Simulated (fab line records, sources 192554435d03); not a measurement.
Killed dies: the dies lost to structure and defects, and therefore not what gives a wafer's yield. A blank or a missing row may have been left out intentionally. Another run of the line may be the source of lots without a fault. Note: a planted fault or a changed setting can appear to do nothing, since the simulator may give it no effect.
fab line records -- flow n5Finfet
record: lots: 8, wafers: 24, lastDay: 18
route steps=1938 shown BEOL_M0_SAQP@656 BEOL_M4@1111 PASSIVATION@1936
lots that met no fault: taken from a fault-free run of the same line
startH: start of the lot's first displayed wafer, in hours after the record's first day -- waitH: hours since the lot's step before -- " same as the row above -- L1.1+2: a row that stands for several wafers -- - value missing, or start not given -- * or withheld: withheld -- < > ~ a bound
route shown NAME@n: NAME is a module with steps in the file, n the number in the route of the first one -- usual: mean/standard deviation taken from wafers without a fault -- same: alike in all rows -- chamber/n: place in a boat -- sites: per-site readings -- _std_site: the values' standard deviation -- _edge_site: mean of outer sites minus mean of inner sites -- radiusMm: how far each site lies from the wafer's centre -- mask NAME#n: copy n -- behind: tool/chamber where the wafer was last shaped -- hold: why the lot went on hold/how many hours it stayed there/how the hold came to an end -- device: names the non-switching transistor (n, p or np) -- end of line: tests run on the same wafers once the route is complete -- where a step has no rows: the recipe by itself -- killed: the dies lost at the first sort to structure and to defects; this is not the yield of the wafer -- map: the dies of a wafer, with x for killed, . for not killed, _ for no die there
set.NAME: the setting the step ran with; set.NAME@STEP: the setting that earlier step ran with -- model.NAME: the simulator's own value behind a step, which no gauge read
one table for each step of the route and one row for each wafer, over a sample of lots
services: the hour from which a tool's chamber was out of use, counted from the record's first day as startH (under 0 if before that day), plus the number of hours and why
== steps ==
step: N5_BEOL_M0_SAQP_HM_OPEN_112
recipe: chemistry: CHF3/O2, target: SiO2, stopOn: a-Si, targetDepthA: 120, overEtchFrac: 1.25, maskMaterial: SOC, timeS: 13.5, pressureMtorr: 30, sourceW: 650, biasW: 170, Ar_flow_sccm: 200, CHF3_flow_sccm: 50, O2_flow_sccm: 5, ionEnergyEv: 200, ends: endPoint
usual: drypumpMotorCurrentA: 5.6/0.53, mfcArSccm: 200.0/0.58, oesProductAu: 0.51/0.054, rfFwdPowerW: 645.1/2.5, rfVppV: 527/7.6, showerheadPlenumPTorr: 2.45/0.093, throttleValvePct: 18.89/0.27
lot.wafer,tool,chamber,startH,waitH,drypumpMotorCurrentA,mfcArSccm,oesProductAu,rfFwdPowerW,rfHoursCounterH,rfVppV,showerheadPlenumPTorr,throttleValvePct
L787.2,rieDiel-05,0,115.62,0.0,6.1,199.9,0.48,647.8,205,527,2.28,18.98
L787.4,rieDiel-05,0,115.62,0.0,6.1,199.4,0.48,646.4,-,527,2.28,18.99
L787.5,rieDiel-05,2,115.62,0.0,5.0,200.7,0.49,642.4,-,524,2.51,19.27
L789.1,rieDiel-06,1,126.30,0.0,6.6,200.0,0.59,643.5,21,527,2.55,18.39
L789.4,rieDiel-06,0,126.30,0.0,5.1,199.9,0.50,648.3,138,524,2.31,18.83
L789.6,rieDiel-06,3,126.30,0.0,6.4,200.0,0.50,650.5,-,538,2.50,18.60
L798.2,rieDiel-02,2,185.23,0.0,5.0,199.7,0.63,646.3,7,543,2.58,18.57
L798.3,rieDiel-02,3,185.23,0.0,5.5,199.5,0.48,644.3,154,522,2.50,19.03
L798.4,rieDiel-02,2,185.23,0.0,5.0,200.0,0.62,646.4,-,543,2.58,18.57
L800.1,rieDiel-05,2,192.70,0.0,5.0,199.4,0.46,644.8,196,524,2.50,19.33
L800.2,rieDiel-05,1,192.70,0.0,5.7,199.4,0.56,644.7,53,535,2.43,18.74
L800.5,rieDiel-05,2,192.70,0.0,5.0,200.8,0.47,643.2,-,524,2.50,19.32
L803.2,rieDiel-02,0,208.81,0.0,5.2,199.7,0.48,646.5,164,517,2.49,19.18
L803.3,rieDiel-02,3,208.81,0.0,5.5,200.2,0.48,640.5,160,523,2.50,19.04
L803.4,rieDiel-02,2,208.81,0.0,5.0,200.5,0.61,646.4,13,542,2.58,18.59
L805.2,rieDiel-05,0,224.95,0.0,6.1,199.3,0.47,646.2,232,526,2.27,19.05
L805.4,rieDiel-05,3,224.95,0.0,5.6,200.2,0.47,648.4,178,529,2.51,18.69
L805.6,rieDiel-05,3,224.95,0.0,5.6,200.3,0.48,650.0,-,530,2.50,18.68
L808.1,rieDiel-02,2,240.78,0.0,5.0,201.0,0.59,642.4,21,543,2.58,18.59
L808.2,rieDiel-02,3,240.78,0.0,5.5,200.4,0.47,641.3,170,522,2.50,19.06
L808.3,rieDiel-02,0,240.78,0.0,5.2,199.3,0.48,640.9,175,516,2.48,19.19
L809.1,rieDiel-05,1,244.96,0.0,5.7,199.7,0.54,644.6,67,535,2.43,18.78
L809.4,rieDiel-05,0,244.96,0.0,6.2,199.9,0.47,645.0,237,527,2.27,19.04
L809.5,rieDiel-05,3,244.96,0.0,5.6,199.6,0.46,645.7,-,527,2.50,18.70
step: N5_BEOL_M0_SAQP_SPACER1_ETCHBACK_99
recipe: chemistry: CHF3/O2, mode: anisotropicEtchback, target: SiO2, targetDepthA: 154, timeS: 7.7, pressureMtorr: 30, sourceW: 650, biasW: 170, Ar_flow_sccm: 200, CHF3_flow_sccm: 50, O2_flow_sccm: 5, ionEnergyEv: 200
usual: drypumpMotorCurrentA: 5.5/0.44, mfcArSccm: 200.1/0.66, oesProductAu: 0.79/0.095, rfFwdPowerW: 646.0/2.1, rfVppV: 526/7.4, showerheadPlenumPTorr: 2.46/0.092, throttleValvePct: 19.00/0.25
same: timeS: 7.7
lot.wafer,tool,chamber,startH,waitH,drypumpMotorCurrentA,mfcArSccm,oesProductAu,rfFwdPowerW,rfHoursCounterH,rfVppV,showerheadPlenumPTorr,throttleValvePct
L787.2,rieDiel-05,0,117.33,0.3,6.1,200.0,0.74,646.6,206,527,2.28,19.07
L787.4,rieDiel-05,0,117.33,0.3,6.1,200.3,0.74,646.9,-,526,2.28,19.07
L787.5,rieDiel-05,2,117.33,0.3,5.0,199.0,0.74,644.9,-,522,2.51,19.34
L789.1,rieDiel-02,3,127.48,0.3,5.5,199.5,0.76,645.9,133,522,2.51,19.08
L789.4,rieDiel-02,2,127.48,0.3,5.0,199.9,0.69,645.3,-,533,2.29,19.03
L789.6,rieDiel-02,0,127.48,0.3,5.2,199.5,0.76,648.3,-,516,2.50,19.18
L798.2,rieDiel-02,2,187.25,0.3,5.0,200.3,0.96,650.9,7,543,2.58,18.64
L798.3,rieDiel-02,0,187.25,0.3,5.2,199.6,0.73,647.3,158,516,2.49,19.22
L798.4,rieDiel-02,3,187.25,0.3,5.5,200.1,0.75,645.1,154,523,2.50,19.10
L800.1,rieDiel-02,3,194.05,0.3,5.5,199.6,0.74,644.3,156,523,2.50,19.09
L800.2,rieDiel-02,1,194.05,0.3,5.6,199.4,1.02,646.0,2,528,2.54,18.97
L800.5,rieDiel-02,0,194.05,0.3,5.1,201.0,0.72,648.3,-,515,2.49,19.21
L803.2,rieDiel-05,2,209.99,0.3,5.0,200.5,0.72,642.1,200,524,2.50,19.39
L803.3,rieDiel-05,0,209.99,0.3,6.2,200.6,0.71,646.6,227,524,2.27,19.10
L803.4,rieDiel-05,1,209.99,0.3,5.7,200.3,0.85,646.3,56,535,2.43,18.84
L805.2,rieDiel-05,2,226.39,0.3,5.0,200.7,0.71,643.4,206,523,2.49,19.38
L805.4,rieDiel-05,0,226.39,0.3,6.1,200.5,0.71,646.5,232,528,2.27,19.11
L805.6,rieDiel-05,1,226.39,0.3,5.7,199.5,0.85,644.4,-,534,2.43,18.82
L808.1,rieDiel-02,0,242.43,0.3,5.2,199.7,0.71,645.8,175,517,2.48,19.23
L808.2,rieDiel-02,1,242.43,0.3,5.6,201.1,0.96,645.9,18,525,2.54,18.96
L808.3,rieDiel-02,2,242.43,0.3,5.0,201.7,0.93,648.4,21,542,2.58,18.66
L809.1,rieDiel-05,2,246.27,0.3,5.0,199.8,0.71,642.4,212,523,2.49,19.41
L809.4,rieDiel-05,3,246.27,0.3,5.6,199.8,0.72,648.8,185,529,2.50,18.77
L809.5,rieDiel-05,2,246.27,0.3,5.0,200.0,0.72,643.7,-,524,2.49,19.40
step: N5_BEOL_M0_SAQP_ETCH_101
recipe: chemistry: CH3F/O2, target: SiNx, maskMaterial: SiO2, targetDepthA: 299, timeS: 42.7, pressureMtorr: 30, sourceW: 395, biasW: 73, Ar_flow_sccm: 150, CH3F_flow_sccm: 30, O2_flow_sccm: 20, ionEnergyEv: 120
usual: CH3F_flow_sccm: 30.00/0.1, drypumpMotorCurrentA: 5.5/0.47, mfcArSccm: 149.9/0.46, oesProductAu: 0.79/0.093, rfFwdPowerW: 393.1/1.3, rfVppV: 299/4.3, showerheadPlenumPTorr: 2.05/0.076, throttleValvePct: 16.44/0.26
same: timeS: 42.7
lot.wafer,tool,chamber,startH,waitH,CH3F_flow_sccm,drypumpMotorCurrentA,mfcArSccm,oesProductAu,rfFwdPowerW,rfHoursCounterH,rfVppV,showerheadPlenumPTorr,throttleValvePct
L787.2,rieDiel-02,2,117.67,0.1,30.13,5.0,149.6,0.69,393.6,254,303,1.90,16.52
L787.4,rieDiel-02,2,117.67,0.1,30.06,5.0,149.8,0.68,391.8,-,303,1.90,16.55
L787.5,rieDiel-02,0,117.67,0.1,30.17,5.2,149.6,0.76,392.5,-,293,2.08,16.64
L789.1,rieDiel-02,2,127.71,0.0,29.95,5.0,150.3,0.68,392.9,255,303,1.90,16.53
L789.4,rieDiel-02,2,127.71,0.0,29.79,5.0,149.2,0.69,393.1,-,304,1.90,16.54
L789.6,rieDiel-02,0,127.71,0.0,29.91,5.2,149.1,0.75,391.9,-,295,2.08,16.64
L798.2,rieDiel-02,1,187.48,0.0,30.00,5.6,150.2,1.02,390.7,0,299,2.12,16.36
L798.3,rieDiel-02,2,187.48,0.0,29.92,5.0,150.2,1.21,395.2,7,307,2.15,16.10
L798.4,rieDiel-02,0,187.48,0.0,29.96,5.2,149.5,0.73,392.9,158,294,2.07,16.71
L800.1,rieDiel-05,1,194.28,0.0,30.10,5.7,149.8,0.87,393.9,53,304,2.02,16.27
L800.2,rieDiel-05,0,194.28,0.0,29.94,6.1,149.7,0.72,393.7,223,300,1.88,16.60
L800.5,rieDiel-05,3,194.28,0.0,30.00,5.6,149.8,0.73,394.4,-,302,2.09,16.24
L803.2,rieDiel-05,0,210.50,0.3,29.93,6.1,150.1,0.72,394.1,227,298,1.88,16.58
L803.3,rieDiel-05,1,210.50,0.3,30.06,5.7,150.4,0.84,391.8,57,304,2.02,16.26
L803.4,rieDiel-05,2,210.50,0.3,29.95,5.0,149.8,0.72,392.5,200,298,2.07,16.85
L805.2,rieDiel-05,0,226.63,0.0,29.87,6.1,150.1,0.72,392.4,232,296,1.88,16.60
L805.4,rieDiel-05,2,226.63,0.0,29.93,5.0,150.1,0.71,392.4,206,297,2.07,16.85
L805.6,rieDiel-05,3,226.63,0.0,29.91,5.6,150.6,0.72,392.6,-,301,2.08,16.23
L808.1,rieDiel-06,1,242.67,0.0,30.07,6.6,150.6,0.84,392.0,56,300,2.10,15.98
L808.2,rieDiel-06,2,242.67,0.0,29.96,5.9,149.5,0.93,392.4,5,292,1.95,16.16
L808.3,rieDiel-06,0,242.67,0.0,29.83,5.1,150.2,0.73,391.4,174,297,1.90,16.42
L809.1,rieDiel-06,2,246.68,0.2,30.03,5.9,150.3,0.94,392.7,6,292,1.95,16.18
L809.4,rieDiel-06,0,246.68,0.2,30.06,5.2,150.4,0.73,394.1,175,297,1.90,16.43
L809.5,rieDiel-06,1,246.68,0.2,30.06,6.6,149.8,0.84,392.0,-,298,2.10,16.02
step: N5_BEOL_M0_SAQP_SPACER2_ETCHBACK_27
recipe: chemistry: CHF3/O2, mode: anisotropicEtchback, target: SiO2, targetDepthA: 225, timeS: 11.25, pressureMtorr: 30, sourceW: 650, biasW: 170, Ar_flow_sccm: 200, CHF3_flow_sccm: 50, O2_flow_sccm: 5, ionEnergyEv: 200
usual: drypumpMotorCurrentA: 5.7/0.52, mfcArSccm: 199.9/0.59, oesProductAu: 0.78/0.088, rfFwdPowerW: 646.0/2.1, rfVppV: 526/7.6, showerheadPlenumPTorr: 2.45/0.096, throttleValvePct: 18.94/0.25
same: timeS: 11.25
lot.wafer,tool,chamber,startH,waitH,drypumpMotorCurrentA,mfcArSccm,oesProductAu,rfFwdPowerW,rfHoursCounterH,rfVppV,showerheadPlenumPTorr,throttleValvePct
L787.2,rieDiel-05,0,119.37,0.4,6.1,201.0,0.74,644.0,208,525,2.28,19.05
L787.4,rieDiel-05,1,119.37,0.4,5.7,199.7,0.90,646.4,27,536,2.44,18.79
L787.5,rieDiel-05,0,119.37,0.4,6.2,200.8,0.74,642.9,-,526,2.28,19.07
L789.1,rieDiel-05,0,129.84,0.3,6.2,200.5,0.73,648.4,210,527,2.28,19.08
L789.4,rieDiel-05,1,129.84,0.3,5.7,200.1,0.88,645.7,30,536,2.44,18.78
L789.6,rieDiel-05,1,129.84,0.3,5.7,199.8,0.89,643.0,-,534,2.44,18.79
L798.2,rieDiel-06,1,189.45,0.3,6.6,199.6,0.85,645.3,40,527,2.54,18.51
L798.3,rieDiel-06,0,189.45,0.3,5.1,199.4,0.74,646.2,157,524,2.30,18.92
L798.4,rieDiel-06,0,189.45,0.3,5.2,199.6,0.74,647.3,-,523,2.30,18.91
L800.1,rieDiel-05,2,195.93,0.4,5.0,200.0,0.72,644.5,197,524,2.50,19.38
L800.2,rieDiel-05,1,195.93,0.4,5.7,200.5,0.86,648.4,53,534,2.43,18.83
L800.5,rieDiel-05,1,195.93,0.4,5.7,199.6,0.85,646.5,-,535,2.43,18.81
L803.2,rieDiel-05,2,212.02,0.3,5.0,199.8,0.71,647.7,201,523,2.50,19.40
L803.3,rieDiel-05,0,212.02,0.3,6.1,199.8,0.71,643.5,228,526,2.27,19.10
L803.4,rieDiel-05,3,212.02,0.3,5.6,199.4,0.72,648.9,174,528,2.51,18.74
L805.2,rieDiel-02,2,228.15,0.3,5.0,199.4,0.92,646.7,16,542,2.58,18.65
L805.4,rieDiel-02,3,228.15,0.3,5.5,199.1,0.73,641.8,166,523,2.50,19.12
L805.6,rieDiel-02,0,228.15,0.3,5.2,200.2,0.73,645.3,-,515,2.48,19.25
L808.1,rieDiel-02,0,244.19,0.3,5.2,200.0,0.72,646.8,176,516,2.48,19.24
L808.2,rieDiel-02,3,244.19,0.3,5.5,200.2,0.73,645.5,170,523,2.49,19.13
L808.3,rieDiel-02,1,244.19,0.3,5.6,198.2,0.94,644.1,19,527,2.54,19.00
L809.1,rieDiel-05,0,248.35,0.4,6.2,200.3,0.71,648.8,239,527,2.27,19.12
L809.4,rieDiel-05,2,248.35,0.4,5.0,200.1,0.71,646.4,213,524,2.49,19.41
L809.5,rieDiel-05,3,248.35,0.4,5.6,200.8,0.71,647.4,-,530,2.50,18.75
step: N5_BEOL_M4_RC_MEAS_101
usual: DIBL_N: 36.2/1.7, DIBL_P: 36.2/2.2, IOFF_N: 0.16/0.035, IOFF_P: 0.21/0.042, ION_N: 673/13, ION_P: 462/7.9, SS_N: 71.4/0.59, SS_P: 73.2/0.7, VT_N: 250/3.6, VT_P: -251/3.5
lot.wafer,tool,chamber,startH,waitH,DIBL_N[mV/V],DIBL_P[mV/V],IOFF_N[nA/um],IOFF_P[nA/um],ION_N[uA/um],ION_P[uA/um],SS_N[mV/dec],SS_P[mV/dec],VT_N[mV],VT_P[mV]
L787.2,prober-01,0,167.22,0.2,36.3,36.1,0.14,0.19,653,446,70.9,73.0,250,-252
L787.4,prober-01,0,167.22,0.2,38.7,40.1,0.21,0.25,688,461,72.5,74.0,243,-247
L787.5,prober-01,0,167.22,0.2,36.4,38.5,0.17,0.22,674,465,71.4,73.9,248,-251
L789.1,prober-02,0,175.22,0.0,36.6,37.7,0.20,0.26,688,468,72.1,73.4,243,-246
L789.4,prober-02,0,175.22,0.0,39.1,41.7,0.27,0.34,713,482,71.7,74.9,240,-244
L789.6,prober-02,0,175.22,0.0,39.0,41.1,0.27,0.34,696,476,72.7,74.9,240,-243
L798.2,prober-02,0,244.27,0.2,35.3,34.2,0.12,0.16,662,457,70.2,72.5,255,-255
L798.3,prober-02,0,244.27,0.2,37.7,37.2,0.16,0.19,686,458,71.1,73.5,249,-253
L798.4,prober-02,0,244.27,0.2,37.8,38.8,0.16,0.22,677,464,72.0,73.0,250,-252
L800.1,prober-01,0,244.91,0.0,37.7,39.0,0.17,0.26,668,463,71.2,73.8,251,-245
L800.2,prober-01,0,244.91,0.0,34.2,34.5,0.12,0.19,659,464,71.6,72.0,252,-250
L800.5,prober-01,0,244.91,0.0,35.3,36.8,0.14,0.22,666,460,71.3,73.0,250,-248
L803.2,prober-02,0,277.09,0.2,36.2,35.5,0.16,0.21,670,465,71.2,73.1,251,-249
L803.3,prober-02,0,277.09,0.2,35.4,35.1,0.16,0.21,677,468,71.6,73.0,249,-249
L803.4,prober-02,0,277.09,0.2,36.9,37.5,0.17,0.24,676,462,72.2,73.1,249,-249
L805.2,prober-01,0,287.95,0.2,35.2,34.0,0.13,0.18,668,460,71.4,72.7,250,-253
L805.4,prober-01,0,287.95,0.2,37.4,36.2,0.18,0.22,685,467,71.3,72.8,245,-251
L805.6,prober-01,0,287.95,0.2,36.4,34.2,0.15,0.19,661,455,70.8,73.1,249,-252
L808.1,prober-02,0,303.62,0.0,37.0,36.1,0.16,0.21,668,459,71.3,72.9,251,-250
L808.2,prober-02,0,303.62,0.0,34.4,33.8,0.12,0.17,666,457,71.0,71.9,255,-253
L808.3,prober-02,0,303.62,0.0,37.7,37.8,0.18,0.24,678,459,71.8,73.3,247,-249
L809.1,prober-01,0,305.78,0.0,34.9,36.8,0.15,0.17,665,450,70.6,73.9,252,-257
L809.4,prober-01,0,305.78,0.0,35.1,35.5,0.14,0.16,672,451,71.4,73.2,252,-259
L809.5,prober-01,0,305.78,0.0,34.1,35.1,0.13,0.16,666,454,71.0,73.1,255,-258
step: N5_PASSIVATION_PROBE_49
usual: defectLimitedYield: 91.4/1.4, killed_at_M0_to_M3: 31/10, killed_at_M4_up: 14/5.6, killedAtContacts: 13/6.3, killedAtFrontEnd: 39/10, killedAtOther: 4/3.1, killedDies: 101/16, killedOnRim: 13/3.9, killedOpen: 65/13, killedShort: 34/7.2, sort_bin_5_function: 5.1/0.88, sort_bin_6_memory: 3.2/0.66, sortNPass: 1079/16, sortYieldPct: 91.4/1.4
same: grossDies: 1180, killedAtBackSide: 0, sort_bin_4_leakage[%]: 0, sort_bin_8_speed[%]: 0
lot.wafer,tool,chamber,startH,waitH,defectLimitedYield[%],killed_at_M0_to_M3,killed_at_M4_up,killedAtContacts,killedAtFrontEnd,killedAtOther,killedDies,killedOnRim,killedOpen,killedShort,sort_bin_5_function[%],sort_bin_6_memory[%],sortNPass,sortYieldPct[%]
L798.3,prober-01,-,346.64,0.1,88.8,56,21,18,37,0,132,15,81,48,7.0,3.6,1048,88.8
killed by level:class
L798.3 BEOL_M0_SAQP:geometricParticle:short=17 MOL_CONTACT_COAG:geometricParticle:open=16 FIN_SAQP:geometricParticle:short=12 BEOL_M0_SAQP:geometricParticle:open=10 BEOL_M3:geometricParticle:open=9 BEOL_M4:geometricParticle:open=9 STI_FIN_REVEAL:geometricParticle:open=7 BEOL_M5:geometricParticle:open=5
== services ==
tool,chamber,startH,hours,kind
rieDiel-02,2,106.52,6.9,repair
rieDiel-02,1,113.58,17.4,repair
rieDiel-05,1,115.02,3.4,repair
rieDiel-02,2,118.32,7.8,repair
rieDiel-02,2,131.09,-,clean
rieDiel-02,2,131.09,-,consumableReplace:focusRing
rieDiel-02,2,131.09,-,consumableReplace:showerhead
rieDiel-02,2,131.09,30.9,scheduledDown
rieDiel-02,2,131.09,30.9,ventCycle
rieDiel-02,3,144.57,4.2,repair
rieDiel-02,-,154.97,0.8,repair
rieDiel-05,0,160.21,8.9,repair
rieDiel-02,1,171.41,-,clean
rieDiel-02,1,171.41,-,consumableReplace:focusRing
rieDiel-02,1,171.41,-,consumableReplace:showerhead
rieDiel-02,1,171.41,14.4,scheduledDown
rieDiel-02,1,171.41,14.4,ventCycle
rieDiel-06,2,207.73,-,clean
rieDiel-06,2,207.73,-,consumableReplace:focusRing
rieDiel-06,2,207.73,13.7,scheduledDown
rieDiel-06,2,207.73,13.7,ventCycle
rieDiel-02,2,209.65,5.9,repair
rieDiel-06,-,213.63,0.3,repair
== key ==
firstSign: step: N5_BEOL_M0_SAQP_ETCH_101, reading: oesProductAu, direction: up, sigmas: 4.5, usual: 0.79, struck: 1.21
effect none on later readings
metAt N5_BEOL_M0_SAQP_ETCH_101
struckLots L798
struckWafers L798.3
notActingAt N5_BEOL_M0_SAQP_HM_OPEN_112,N5_BEOL_M0_SAQP_SPACER1_ETCHBACK_99,N5_BEOL_M0_SAQP_SPACER2_ETCHBACK_27
onsetBetween 127.71 187.48
fault: kind: processParameterDrift, tool: rieDiel-02, chamber: -, onsetH: 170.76, steps: N5_BEOL_M0_SAQP_ETCH_101, channel: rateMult, offset: 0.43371, shape: step, endH: 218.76, scope: struckWafersOnly
